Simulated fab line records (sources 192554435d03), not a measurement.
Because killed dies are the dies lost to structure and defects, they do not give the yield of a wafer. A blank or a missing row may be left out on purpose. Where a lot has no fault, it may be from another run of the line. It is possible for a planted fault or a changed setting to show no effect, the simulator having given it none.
fab line records | flow n5_finfet
record lots=12 | wafers=36 | last_day=17
route steps=1938 shown WELL_APT@29 PMOS_HMC_CHANNEL_EPI@78 FIN_SAQP@98 PASSIVATION@1936
lots with no fault: from the same line, run without faults
start_h: start of the lot's first displayed wafer, in hours after the record's first day | wait_h: hours from the lot's prior step to this one | " as in the row above | L1.1+2: a row that stands for several wafers | - no value present, or no start provided | * or withheld: withheld | < > ~ a bound
route shown NAME@n: names a module that has steps shown in the file, with the first one's number in the route | usual: mean and standard deviation over wafers with no fault | same: alike in all rows | chamber/n: place in a boat | sites: the reading at each site | _std_site: how widely they spread, as a standard deviation | _edge_site: inner sites' mean taken away from outer sites' mean | radius_mm: for every site, how far away it sits from the centre of the wafer | mask NAME#n: copy n | behind: the most recent tool/chamber to have shaped the wafer | hold: why the lot went on hold/how many hours it stayed there/how the hold came to an end | device: whichever transistor did not switch (one of n, p or np) | end of line: at the end of the route, the tests of the same wafers | a step with no rows: only its recipe | killed: at the first sort, the dies lost to defects and structure; wafer yield is something else | map: a wafer's dies, marking killed ones x, the rest . and places with no die _
set.NAME: the setting as run; set.NAME@STEP: as run at that earlier step | model.NAME: the simulator's own value behind a step, which no gauge read
steps of the route over a sample of lots; a table a step, a row a wafer
services: when a tool's chamber went out of use (start_h, in hours from the record's first day, below 0 if earlier), for how many hours, and the reason
## steps
# step N5_WELL_APT_OVL_MEAS_09
# recipe points_per_wafer=44
# usual NWELL_OVL=-2/5
lot.wafer | tool       | chamber | start_h | wait_h | NWELL_OVL[nm]
L109.1    | overlay-02 | 0       | 13.84   | 0.0    | -4
L109.2    | "          | 0       | "       | "      | 2
L109.5    | "          | 0       | "       | "      | -4
L111.1    | overlay-02 | 0       | 25.83   | 0.0    | -8
L111.2    | "          | 0       | "       | "      | -3
L111.4    | "          | 0       | "       | "      | -9
L112.2    | overlay-01 | 0       | 31.71   | 0.0    | -7
L112.3    | "          | 0       | "       | "      | -1
L112.5    | "          | 0       | "       | "      | -4
L114.1    | overlay-01 | 0       | 43.88   | 0.0    | 2
L114.4    | "          | 0       | "       | "      | 9
L114.6    | "          | 0       | "       | "      | 0
L117.1    | overlay-01 | 0       | 63.03   | 0.0    | -5
L117.2    | "          | 0       | "       | "      | 2
L117.6    | "          | 0       | "       | "      | -2
L118.2    | overlay-01 | 0       | 68.07   | 0.0    | 5
L118.4    | "          | 0       | "       | "      | 0
L118.6    | "          | 0       | "       | "      | 3
L119.1    | overlay-02 | 0       | 73.59   | 0.0    | 1
L119.2    | "          | 0       | "       | "      | -3
L119.6    | "          | 0       | "       | "      | -2
L120.1    | overlay-01 | 0       | 80.33   | 0.0    | -3
L120.5    | "          | 0       | "       | "      | -4
L120.6    | "          | 0       | "       | "      | -5
L124.1    | overlay-01 | 0       | 103.86  | 0.0    | 2
L124.3    | "          | 0       | "       | "      | -4
L124.4    | "          | 0       | "       | "      | -2
L126.1    | overlay-01 | 0       | 115.71  | 0.0    | 3
L126.4    | "          | 0       | "       | "      | 4
L126.5    | "          | 0       | "       | "      | -2
L127.2    | overlay-01 | 0       | 121.60  | 0.0    | 0
L127.4    | "          | 0       | "       | "      | -6
L127.6    | "          | 0       | "       | "      | 5
L132.1    | overlay-02 | 0       | 151.71  | 0.0    | -9
L132.2    | "          | 0       | "       | "      | -15
L132.3    | "          | 0       | "       | "      | -4
# step N5_WELL_APT_OVL_MEAS_26
# recipe points_per_wafer=44
# usual PWELL_OVL=-2/5.3
lot.wafer | tool       | chamber | start_h | wait_h | PWELL_OVL[nm]
L109.1    | overlay-01 | 0       | 15.56   | 0.0    | 4
L109.2    | "          | 0       | "       | "      | -6
L109.5    | "          | 0       | "       | "      | 2
L111.1    | overlay-01 | 0       | 27.08   | 0.0    | 3
L111.2    | "          | 0       | "       | "      | -6
L111.4    | "          | 0       | "       | "      | -6
L112.2    | overlay-02 | 0       | 32.96   | 0.0    | -6
L112.3    | "          | 0       | "       | "      | -5
L112.5    | "          | 0       | "       | "      | -5
L114.1    | overlay-01 | 0       | 45.12   | 0.0    | 7
L114.4    | "          | 0       | "       | "      | 3
L114.6    | "          | 0       | "       | "      | 7
L117.1    | overlay-01 | 0       | 64.31   | 0.0    | 7
L117.2    | "          | 0       | "       | "      | -3
L117.6    | "          | 0       | "       | "      | -2
L118.2    | overlay-01 | 0       | 69.38   | 0.0    | 1
L118.4    | "          | 0       | "       | "      | 1
L118.6    | "          | 0       | "       | "      | -1
L119.1    | overlay-02 | 0       | 74.71   | 0.0    | -3
L119.2    | "          | 0       | "       | "      | -5
L119.6    | "          | 0       | "       | "      | -1
L120.1    | overlay-02 | 0       | 81.62   | 0.0    | -1
L120.5    | "          | 0       | "       | "      | 4
L120.6    | "          | 0       | "       | "      | 11
L124.1    | overlay-02 | 0       | 105.59  | 0.0    | -4
L124.3    | "          | 0       | "       | "      | -2
L124.4    | "          | 0       | "       | "      | -14
L126.1    | overlay-02 | 0       | 116.85  | 0.0    | -2
L126.4    | "          | 0       | "       | "      | -2
L126.5    | "          | 0       | "       | "      | 1
L127.2    | overlay-02 | 0       | 123.00  | 0.0    | -1
L127.4    | "          | 0       | "       | "      | -2
L127.6    | "          | 0       | "       | "      | -7
L132.1    | overlay-01 | 0       | 153.08  | 0.0    | 3
L132.2    | "          | 0       | "       | "      | 0
L132.3    | "          | 0       | "       | "      | -4
# step N5_PMOS_HMC_CHANNEL_EPI_EPI_20
# recipe material=SiGe30 | mask_material=SiO2 | pressure_torr=20 | target_thk_a=590 | temp_c=600
# usual lamp_inner_pct=11.4/1.3 | susceptor_temp_C=599.99/0.27
lot.wafer | tool         | chamber | start_h | wait_h | lamp_inner_pct | susceptor_temp_C
L109.1    | epi_rpcvd-01 | 0       | 18.79   | 0.0    | 11.3           | 599.85
L109.2    | "            | 0       | "       | "      | 11.4           | 599.91
L109.5    | "            | 0       | "       | "      | 11.3           | 600.03
L111.1    | epi_rpcvd-04 | 0       | 29.80   | 0.0    | 12.8           | 600.10
L111.2    | "            | 0       | "       | "      | 12.8           | 600.21
L111.4    | "            | 0       | "       | "      | 12.8           | 599.97
L112.2    | epi_rpcvd-01 | 0       | 36.25   | 0.2    | 11.2           | 599.88
L112.3    | "            | 0       | "       | "      | 11.3           | 599.89
L112.5    | "            | 0       | "       | "      | 11.3           | 599.94
L114.1    | epi_rpcvd-01 | 0       | 48.38   | 0.0    | 11.3           | 600.45
L114.4    | "            | 0       | "       | "      | 11.4           | 600.42
L114.6    | "            | 0       | "       | "      | 11.3           | 600.30
L117.1    | epi_rpcvd-04 | 0       | 67.99   | 0.0    | 12.8           | 600.10
L117.2    | "            | 0       | "       | "      | 12.6           | 599.89
L117.6    | "            | 0       | 69.33   | 1.4    | 12.8           | 599.96
L118.2    | epi_rpcvd-01 | 0       | 73.18   | 0.3    | 11.2           | 600.03
L118.4    | "            | 0       | "       | "      | 11.2           | 599.62
L118.6    | "            | 0       | "       | "      | 11.2           | 599.93
L119.1    | epi_rpcvd-04 | 0       | 77.98   | 0.0    | 12.8           | 599.87
L119.2    | "            | 0       | "       | "      | 12.9           | 599.89
L119.6    | "            | 0       | 79.31   | 1.4    | 12.7           | 600.39
L120.1    | epi_rpcvd-03 | 0       | 85.26   | 0.0    | 9.7            | 599.78
L120.5    | "            | 0       | 87.15   | 1.9    | 9.8            | 599.71
L120.6    | "            | 0       | "       | "      | 9.8            | 599.82
L124.1    | epi_rpcvd-04 | 0       | 109.07  | 0.0    | 12.6           | 599.39
L124.3    | "            | 0       | "       | "      | 12.9           | 599.82
L124.4    | "            | 0       | "       | "      | 12.8           | 600.53
L126.1    | epi_rpcvd-04 | 0       | 119.93  | 0.0    | 12.5           | 599.72
L126.4    | "            | 0       | "       | "      | 12.6           | 600.20
L126.5    | "            | 0       | "       | "      | 12.8           | 600.01
L127.2    | epi_rpcvd-04 | 0       | 126.26  | 0.2    | 12.8           | 600.13
L127.4    | "            | 0       | "       | "      | 12.7           | 600.15
L127.6    | "            | 0       | "       | "      | 12.6           | 600.11
L132.1    | epi_rpcvd-03 | 0       | 156.15  | 0.0    | 9.8            | 599.75
L132.2    | "            | 0       | "       | "      | 9.8            | 599.79
L132.3    | "            | 0       | "       | "      | 9.8            | 599.74
# step N5_PMOS_HMC_CHANNEL_EPI_THK_MEAS_22
# recipe reads=SiGe30_of_PMOS_HMC_CHANNEL_EPI_EPI_20
# usual HMC_CMP_THK=53.8/0.95
lot.wafer | tool          | chamber | start_h | wait_h | HMC_CMP_THK[nm]
L109.1    | film_metro-02 | -       | 20.43   | -      | 53.0
L109.2    | "             | -       | "       | "      | 52.3
L109.5    | "             | -       | "       | "      | 53.3
L111.1    | film_metro-01 | -       | 31.83   | -      | 52.4
L111.2    | "             | -       | "       | "      | 53.3
L111.4    | "             | -       | "       | "      | 54.5
L112.2    | film_metro-02 | -       | 37.68   | -      | 52.3
L112.3    | "             | -       | "       | "      | 53.2
L112.5    | "             | -       | "       | "      | 54.3
L114.1    | film_metro-01 | -       | 50.01   | -      | 54.2
L114.4    | "             | -       | "       | "      | 55.0
L114.6    | "             | -       | "       | "      | 54.8
L117.1    | film_metro-01 | -       | 70.04   | -      | 53.3
L117.2    | "             | -       | "       | "      | 52.2
L117.6    | "             | -       | "       | "      | 53.5
L118.2    | film_metro-02 | -       | 74.94   | -      | 53.3
L118.4    | "             | -       | "       | "      | 53.3
L118.6    | "             | -       | "       | "      | 53.1
L119.1    | film_metro-02 | -       | 80.01   | -      | 52.9
L119.2    | "             | -       | "       | "      | 54.1
L119.6    | "             | -       | "       | "      | 52.9
L120.1    | film_metro-01 | -       | 88.54   | -      | 54.0
L120.5    | "             | -       | "       | "      | 54.1
L120.6    | "             | -       | "       | "      | 54.1
L124.1    | film_metro-01 | -       | 110.69  | -      | 53.5
L124.3    | "             | -       | "       | "      | 53.5
L124.4    | "             | -       | "       | "      | 55.3
L126.1    | film_metro-02 | -       | 121.56  | -      | 42.8
L126.4    | "             | -       | "       | "      | 42.5
L126.5    | "             | -       | "       | "      | 43.0
L127.2    | film_metro-02 | -       | 127.69  | -      | 44.6
L127.4    | "             | -       | "       | "      | 42.8
L127.6    | "             | -       | "       | "      | 43.0
L132.1    | film_metro-01 | -       | 160.38  | -      | 53.3
L132.2    | "             | -       | "       | "      | 54.1
L132.3    | "             | -       | "       | "      | 53.4
# step N5_FIN_SAQP_PECVD_47
# recipe material=a-Si | target_thk_a=450 | temp_c=400 | precursor=SiH4/He | pressure_torr=3 | rf_w=100 | time_s=36.3
# usual heater_power_w=857/140 | showerhead_plenum_p_Torr=5.68/0.036 | susceptor_temp_C=399.99/0.22 | throttle_valve_pct=18.0/0.88
lot.wafer | tool     | chamber | start_h | wait_h | heater_power_w | showerhead_plenum_p_Torr | susceptor_temp_C | throttle_valve_pct
L109.1    | pecvd-02 | 1       | 21.84   | 0.0    | 820            | 5.68                     | 400.03           | 18.9
L109.2    | "        | 2       | "       | "      | 987            | 5.66                     | 399.83           | 16.0
L109.5    | "        | 2       | "       | "      | 1008           | 5.68                     | 399.85           | 16.1
L111.1    | pecvd-03 | 2       | 33.09   | 0.0    | 904            | 5.67                     | 399.60           | 17.2
L111.2    | "        | 0       | "       | "      | 817            | 5.74                     | 400.30           | 17.6
L111.4    | "        | 2       | "       | "      | 935            | 5.68                     | 399.84           | 17.6
L112.2    | pecvd-02 | 2       | 39.12   | 0.0    | 955            | 5.68                     | 399.95           | 16.0
L112.3    | "        | 1       | "       | "      | 820            | 5.68                     | 400.26           | 19.0
L112.5    | "        | 2       | "       | "      | 968            | 5.67                     | 399.92           | 15.9
L114.1    | pecvd-01 | 1       | 51.49   | 0.0    | 1019           | 5.64                     | 400.04           | 18.9
L114.4    | "        | 2       | "       | "      | 634            | 5.69                     | 399.84           | 17.4
L114.6    | "        | 0       | "       | "      | 889            | 5.66                     | 399.90           | 18.5
L117.1    | pecvd-03 | 1       | 71.28   | 0.0    | 1102           | 5.62                     | 399.66           | 19.1
L117.2    | "        | 0       | "       | "      | 757            | 5.75                     | 399.94           | 17.5
L117.6    | "        | 0       | "       | "      | 769            | 5.75                     | 400.04           | 18.1
L118.2    | pecvd-01 | 2       | 76.19   | 0.0    | 723            | 5.67                     | 400.30           | 17.5
L118.4    | "        | 2       | "       | "      | 725            | 5.69                     | 400.20           | 17.5
L118.6    | "        | 0       | "       | "      | 875            | 5.65                     | 399.80           | 18.2
L119.1    | pecvd-01 | 0       | 81.28   | 0.0    | 878            | 5.66                     | 399.92           | 18.5
L119.2    | "        | 2       | "       | "      | 661            | 5.69                     | 400.12           | 17.6
L119.6    | "        | 1       | "       | "      | 962            | 5.65                     | 400.32           | 18.9
L120.1    | pecvd-01 | 1       | 90.09   | 0.0    | 1072           | 5.64                     | 400.10           | 18.9
L120.5    | "        | 0       | "       | "      | 755            | 5.65                     | 399.83           | 18.3
L120.6    | "        | 1       | "       | "      | 898            | 5.64                     | 400.09           | 18.8
L124.1    | pecvd-02 | 0       | 113.45  | 0.0    | 674            | 5.74                     | 400.07           | 18.3
L124.3    | "        | 1       | "       | "      | 744            | 5.67                     | 400.22           | 18.8
L124.4    | "        | 0       | "       | "      | 705            | 5.73                     | 399.99           | 18.3
L126.1    | pecvd-03 | 0       | 123.03  | 0.0    | 704            | 5.74                     | 399.91           | 17.8
L126.4    | "        | 0       | "       | "      | 708            | 5.74                     | 399.95           | 17.7
L126.5    | "        | 2       | "       | "      | 973            | 5.66                     | 400.07           | 17.0
L127.2    | pecvd-01 | 0       | 128.84  | 0.0    | 866            | 5.66                     | 399.86           | 18.3
L127.4    | "        | 0       | "       | "      | 903            | 5.65                     | 399.60           | 18.5
L127.6    | "        | 2       | "       | "      | 677            | 5.68                     | 400.41           | 17.7
L132.1    | pecvd-02 | 1       | 162.52  | 0.0    | 725            | 5.67                     | 399.68           | 18.8
L132.2    | "        | 0       | "       | "      | 632            | 5.75                     | 399.95           | 18.2
L132.3    | "        | 2       | "       | "      | 942            | 5.67                     | 399.80           | 16.0
# step N5_PASSIVATION_PROBE_49
# usual killed_at_M0_to_M3=34/11 | killed_at_M4_up=14/5.7 | killed_at_contacts=14/6.9 | killed_at_front_end=40/11 | killed_at_other=4/3.1 | killed_dies=105/17 | killed_open=70/13 | killed_short=34/7.6
# same gross_dies=1180 | killed_at_back_side=0
lot.wafer | tool      | chamber | start_h | wait_h | killed_at_M0_to_M3 | killed_at_M4_up | killed_at_contacts | killed_at_front_end | killed_at_other | killed_dies | killed_open | killed_short
L109.1    | prober-02 | -       | 266.81  | 0.0    | 32                 | 23              | 14                 | 30                  | 4               | 103         | 72          | 30
L109.2    | prober-02 | -       | 266.86  | 0.1    | 35                 | 13              | 8                  | 49                  | 2               | 107         | 61          | 45
L109.5    | prober-02 | -       | 267.01  | 0.2    | 33                 | 9               | 17                 | 39                  | 6               | 104         | 64          | 40
L111.1    | prober-01 | -       | 270.51  | 0.0    | 35                 | 6               | 9                  | 37                  | 4               | 91          | 59          | 32
L111.2    | prober-01 | -       | 270.56  | 0.1    | 53                 | 11              | 10                 | 52                  | 8               | 134         | 88          | 43
L111.4    | prober-01 | -       | 270.66  | 0.2    | 29                 | 15              | 8                  | 30                  | 9               | 91          | 62          | 29
L119.1    | prober-01 | -       | 329.17  | 0.0    | 35                 | 11              | 15                 | 36                  | 0               | 97          | 67          | 28
L119.2    | prober-01 | -       | 329.22  | 0.1    | 35                 | 12              | 9                  | 18                  | 2               | 76          | 57          | 19
L119.6    | prober-01 | -       | 329.42  | 0.3    | 33                 | 14              | 9                  | 60                  | 3               | 119         | 83          | 31
L117.1    | prober-02 | -       | 330.35  | 0.0    | 26                 | 15              | 12                 | 47                  | 8               | 108         | 72          | 36
L117.2    | prober-02 | -       | 330.40  | 0.1    | 38                 | 8               | 17                 | 47                  | 5               | 115         | 79          | 36
L117.6    | prober-02 | -       | 330.60  | 0.3    | 42                 | 11              | 22                 | 39                  | 11              | 125         | 88          | 36
L118.2    | prober-02 | -       | 331.62  | 0.1    | 44                 | 17              | 35                 | 44                  | 6               | 146         | 118         | 27
L118.4    | prober-02 | -       | 331.72  | 0.2    | 33                 | 13              | 29                 | 40                  | 3               | 118         | 74          | 43
L118.6    | prober-02 | -       | 331.82  | 0.3    | 37                 | 13              | 11                 | 42                  | 8               | 111         | 85          | 26
L120.1    | prober-01 | -       | 343.49  | 0.0    | 23                 | 6               | 20                 | 52                  | 2               | 103         | 71          | 32
L120.5    | prober-01 | -       | 343.69  | 0.2    | 47                 | 9               | 18                 | 24                  | 5               | 103         | 66          | 36
L120.6    | prober-01 | -       | 343.74  | 0.3    | 22                 | 12              | 14                 | 55                  | 8               | 111         | 72          | 39
L124.1    | prober-01 | -       | 358.83  | 0.0    | 38                 | 21              | 13                 | 41                  | 0               | 113         | 77          | 35
L124.3    | prober-01 | -       | 358.93  | 0.1    | 31                 | 8               | 5                  | 26                  | 4               | 74          | 43          | 30
L124.4    | prober-01 | -       | 358.98  | 0.2    | 23                 | 16              | 6                  | 28                  | 1               | 74          | 47          | 27
# killed by level:class
L109.1 BEOL_M4:geometric_particle:open=11 MOL_CONTACT_COAG:geometric_particle:open=10 BEOL_M3:geometric_particle:open=8 STI_FIN_REVEAL:geometric_particle:open=8 FIN_SAQP:geometric_particle:short=5 BEOL_M0_SAQP:geometric_particle:short=5 STARTING-WAFER:geometric_particle:open=5 GATE_CUT:geometric_particle:short=4
L109.2 FIN_SAQP:geometric_particle:open=12 BEOL_M0_SAQP:geometric_particle:short=10 FIN_SAQP:geometric_particle:short=9 MOL_CONTACT_COAG:geometric_particle:open=8 BEOL_M0_SAQP:geometric_particle:open=8 STI_FIN_REVEAL:geometric_particle:open=6 BEOL_M3:geometric_particle:short=6 BEOL_M1:geometric_particle:open=5
L109.5 MOL_CONTACT_COAG:geometric_particle:open=14 STI_FIN_REVEAL:geometric_particle:open=10 BEOL_M3:geometric_particle:short=9 FIN_SAQP:geometric_particle:short=6 BEOL_M0_SAQP:geometric_particle:short=6 BEOL_M0_SAQP:geometric_particle:open=6 BEOL_M3:geometric_particle:open=5 BEOL_M4:geometric_particle:open=5
L111.1 BEOL_M0_SAQP:geometric_particle:short=9 FIN_SAQP:geometric_particle:open=7 MOL_CONTACT_COAG:geometric_particle:open=7 BEOL_M0_SAQP:geometric_particle:open=7 BEOL_M3:geometric_particle:open=6 STI_FIN_REVEAL:geometric_particle:open=5 DUMMY_GATE:geometric_particle:open=5 FIN_SAQP:geometric_particle:short=4
L111.2 STI_FIN_REVEAL:geometric_particle:open=13 BEOL_M3:geometric_particle:open=13 BEOL_M0_SAQP:geometric_particle:short=12 BEOL_M0_SAQP:geometric_particle:open=12 DUMMY_GATE:geometric_particle:open=8 MOL_CONTACT_COAG:geometric_particle:open=8 FIN_SAQP:geometric_particle:open=5 FIN_SAQP:geometric_particle:short=4
L111.4 FIN_SAQP:geometric_particle:open=9 MOL_CONTACT_COAG:geometric_particle:open=8 BEOL_M0_SAQP:geometric_particle:short=8 BEOL_M1:geometric_particle:open=7 GATE_CUT:geometric_particle:short=6 BEOL_M3:geometric_particle:open=5 BEOL_M0_SAQP:geometric_particle:open=5 BEOL_M4:geometric_particle:open=5
L119.1 STI_FIN_REVEAL:geometric_particle:open=13 BEOL_M3:geometric_particle:open=12 MOL_CONTACT_COAG:geometric_particle:open=11 BEOL_M0:geometric_particle:open=7 GATE_CUT:geometric_particle:short=5 MOL_CONTACT_COAG:geometric_particle:short=4 BEOL_M1:geometric_particle:open=4 FIN_SAQP:geometric_particle:open=3
L119.2 BEOL_M2:geometric_particle:open=15 MOL_CONTACT_COAG:geometric_particle:open=8 FIN_SAQP:geometric_particle:short=6 BEOL_M3:geometric_particle:open=6 BEOL_M0_SAQP:geometric_particle:open=5 BEOL_M4:geometric_particle:open=5 BEOL_M0_SAQP:geometric_particle:short=4 GATE_CUT:geometric_particle:short=3
L119.6 BEOL_M2:geometric_particle:open=16 FIN_SAQP:geometric_particle:open=13 STI_FIN_REVEAL:geometric_particle:open=13 MOL_CONTACT_COAG:geometric_particle:open=8 BEOL_M0_SAQP:geometric_particle:short=6 BEOL_M3:geometric_particle:open=6 STARTING-WAFER:geometric_particle:open=5 GATE_CUT:geometric_particle:open=5
L117.1 STI_FIN_REVEAL:geometric_particle:open=14 MOL_CONTACT_COAG:geometric_particle:open=10 BEOL_M0_SAQP:geometric_particle:open=9 BEOL_M4:geometric_particle:open=8 FIN_SAQP:geometric_particle:open=7 FIN_SAQP:geometric_particle:short=7 BEOL_M2:geometric_particle:open=5 ILD0:geometric_particle:short=4
L117.2 MOL_CONTACT_COAG:geometric_particle:open=13 BEOL_M3:geometric_particle:open=12 STI_FIN_REVEAL:geometric_particle:open=11 BEOL_M2:geometric_particle:open=10 FIN_SAQP:geometric_particle:open=7 BEOL_M0_SAQP:geometric_particle:short=6 DUMMY_GATE:geometric_particle:open=5 GATE_CUT:geometric_particle:short=5
L117.6 MOL_CONTACT_COAG:geometric_particle:open=17 BEOL_M0:geometric_particle:open=12 STI_FIN_REVEAL:geometric_particle:open=11 BEOL_M1:geometric_particle:open=7 BEOL_M2:geometric_particle:open=7 MIM_TOP_ETCH:geometric_particle:open=6 STI_FIN_REVEAL:geometric_particle:short=5 MOL_CONTACT_COAG:geometric_particle:short=5
L118.2 MOL_CONTACT_COAG:geometric_particle:open=31 FIN_SAQP:geometric_particle:open=15 BEOL_M1:geometric_particle:open=14 BEOL_M4:geometric_particle:open=10 BEOL_M2:geometric_particle:open=9 BEOL_M3:geometric_particle:open=7 FIN_SAQP:geometric_particle:short=6 DUMMY_GATE:geometric_particle:open=6
L118.4 MOL_CONTACT_COAG:geometric_particle:open=22 BEOL_M2:geometric_particle:open=13 FIN_SAQP:geometric_particle:open=8 MOL_CONTACT_COAG:geometric_particle:short=7 FIN_SAQP:geometric_particle:short=6 DUMMY_GATE:geometric_particle:open=6 BEOL_M0_SAQP:geometric_particle:short=5 BEOL_M4:geometric_particle:open=4
L118.6 BEOL_M2:geometric_particle:open=16 BEOL_M1:geometric_particle:open=11 STI_FIN_REVEAL:geometric_particle:open=9 MOL_CONTACT_COAG:geometric_particle:open=9 DUMMY_GATE:geometric_particle:open=6 FIN_SAQP:geometric_particle:open=5 STI_FIN_REVEAL:geometric_particle:short=5 BEOL_M4:geometric_particle:open=5
L120.1 MOL_CONTACT_COAG:geometric_particle:open=13 BEOL_M3:geometric_particle:open=9 FIN_SAQP:geometric_particle:open=8 SPACER0:geometric_particle:open=8 MOL_CONTACT_COAG:geometric_particle:short=7 BEOL_M1:geometric_particle:open=6 GATE_CUT:geometric_particle:short=6 GATE_CUT:geometric_particle:open=6
L120.5 MOL_CONTACT_COAG:geometric_particle:open=15 BEOL_M2:geometric_particle:open=10 BEOL_M0_SAQP:geometric_particle:short=9 BEOL_M0_SAQP:geometric_particle:open=8 BEOL_M3:geometric_particle:open=8 BEOL_M4:geometric_particle:open=6 SPACER0:geometric_particle:short=4 GATE_CUT:geometric_particle:short=4
L120.6 FIN_SAQP:geometric_particle:open=16 GATE_CUT:geometric_particle:short=14 MOL_CONTACT_COAG:geometric_particle:open=13 DUMMY_GATE:geometric_particle:open=7 FIN_SAQP:geometric_particle:short=6 BEOL_M0_SAQP:geometric_particle:short=6 BEOL_M4:geometric_particle:open=6 BEOL_M1:geometric_particle:open=5
L124.1 BEOL_M0_SAQP:geometric_particle:open=12 BEOL_M4:geometric_particle:open=11 MOL_CONTACT_COAG:geometric_particle:open=11 FIN_SAQP:geometric_particle:short=10 BEOL_M0_SAQP:geometric_particle:short=9 FIN_SAQP:geometric_particle:open=8 STI_FIN_REVEAL:geometric_particle:open=6 BEOL_M2:geometric_particle:open=5
L124.3 BEOL_M1:geometric_particle:open=9 FIN_SAQP:geometric_particle:short=6 BEOL_M0_SAQP:geometric_particle:short=6 BEOL_M2:geometric_particle:open=5 STI_FIN_REVEAL:geometric_particle:open=3 ILD0:geometric_particle:short=3 MOL_CONTACT_COAG:geometric_particle:open=3 BEOL_M0_SAQP:geometric_particle:open=3
L124.4 BEOL_M4:geometric_particle:open=10 STI_FIN_REVEAL:geometric_particle:open=8 BEOL_M0_SAQP:geometric_particle:short=7 FIN_SAQP:geometric_particle:open=6 MOL_CONTACT_COAG:geometric_particle:open=6 BEOL_M0_SAQP:geometric_particle:open=6 BEOL_M2:geometric_particle:open=6 GATE_CUT:geometric_particle:short=4
## services
tool         | chamber | start_h | hours | kind
epi_rpcvd-03 | -       | 15.48   | 1.3   | repair
epi_rpcvd-04 | -       | 27.23   | 0.5   | pm
pecvd-01     | 0       | 39.57   | 5.5   | scheduled_down
pecvd-01     | 2       | 45.03   | 2.1   | scheduled_down
pecvd-02     | 2       | 66.01   | 7.8   | repair
pecvd-01     | 1       | 73.08   | 5.5   | scheduled_down
pecvd-01     | 0       | 78.76   | 2.1   | scheduled_down
pecvd-03     | 1       | 98.79   | 5.5   | scheduled_down
epi_rpcvd-03 | -       | 99.75   | 1.2   | repair
pecvd-01     | 0       | 99.99   | 13.4  | repair
pecvd-02     | 0       | 128.09  | 4.4   | repair
## key
first_sign step=N5_PMOS_HMC_CHANNEL_EPI_THK_MEAS_22 | reading=HMC_CMP_THK | direction=down | sigmas=11 | usual=53.8 | struck=43.1
effect none on later readings
met_at N5_PMOS_HMC_CHANNEL_EPI_EPI_20
struck_lots L126,L127
tester_left_out L126,L127
not_acting_at N5_WELL_APT_OVL_MEAS_09,N5_WELL_APT_OVL_MEAS_26,N5_FIN_SAQP_PECVD_47
onset_between 109.07 119.93
fault kind=site_profile_drift | tool=epi_rpcvd-04 | chamber=- | onset_h=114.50 | steps=N5_PMOS_HMC_CHANNEL_EPI_EPI_20 | basis=fraction | max_abs_drift=0.42535 | slope_share_per_hr=94.522 | site_pattern=0,0,0,0,0,-1,-1,-1,-1
# tester_left_out: of these lots the tester's yield and bins aren't shown, on N5 and GAA mostly nor the transistor test; their killed dies are dies lost to structure and defects alone, not to doping, threshold or leakage, so they don't give the yield
